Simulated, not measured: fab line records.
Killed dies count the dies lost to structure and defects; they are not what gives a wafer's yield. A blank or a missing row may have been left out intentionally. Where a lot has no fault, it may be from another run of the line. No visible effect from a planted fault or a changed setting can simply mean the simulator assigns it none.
Matching of chambers + flow nand harc + NHARC_A_CONTACT_DEP_29 on pecvd-01: 3 sister chambers
The step deposits SiON, target thk 70 nm. 16 wafers are shown with their chamber, then 8 later ones without.

WAFERS PAIRED WITH THEIR CHAMBERS
| wafer  | chamber | heater power w (W) |
|--------|---------|--------------------|
| L074.1 | 1       | 752                |
| L074.3 | 0       | 718                |
| L074.4 | 1       | 772                |
| L079.1 | 0       | 798                |
| L079.2 | 1       | 701                |
| L079.3 | 2       | 554                |
| L078.1 | 1       | 761                |
| L078.5 | 0       | 843                |
| L078.6 | 2       | 601                |
| L082.1 | 0       | 731                |
| L082.4 | 2       | 620                |
| L082.6 | 1       | 739                |
| L088.2 | 1       | 800                |
| L088.4 | 1       | 820                |
| L088.5 | 0       | 757                |
| L095.3 | 2       | 583                |

SIGNATURES, as means of the wafers listed above
| reading        | chamber 0 | chamber 1 | chamber 2 | scatter within a chamber |
|----------------|-----------|-----------|-----------|--------------------------|
| heater power w | 769.40    | 763.57    | 589.50    | 41.2                     |
Rule: a wafer's distance from a chamber is the root of the sum, over the readings, of the square of ((its reading less the chamber's mean) divided by the reading's scatter). The wafer belongs to the nearest chamber; if the next one is less than 2 further off, it can't be placed. The scatter: take each reading less its chamber's mean, square it, sum over the shown wafers, divide by the number of wafers less the number of chambers, and take the root.

WAFERS MISSING THEIR CHAMBER
| wafer  | heater power w (W) |
|--------|--------------------|
| L095.5 | 559                |
| L095.6 | 776                |
| L096.1 | 826                |
| L096.2 | 763                |
| L096.4 | 558                |
| L097.2 | 750                |
| L097.3 | 559                |
| L097.4 | 703                |

WHICH CHAMBER EACH WENT THROUGH
| wafer  | from the rows above          | in truth |
|--------|------------------------------|----------|
| L095.5 | 2                            | 2        |
| L095.6 | can't be placed: 0 or 1      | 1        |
| L096.1 | can't be placed: 0 or 1      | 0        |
| L096.2 | can't be placed: 1 or 0      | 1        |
| L096.4 | 2                            | 2        |
| L097.2 | can't be placed: 1 or 0      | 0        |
| L097.3 | 2                            | 2        |
| L097.4 | can't be placed: 1 or 0 or 2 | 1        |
3 of 8 placed correctly. Can't be placed from these rows: 5 (the true chamber is among the candidates in 5). Number placed wrongly: 0.
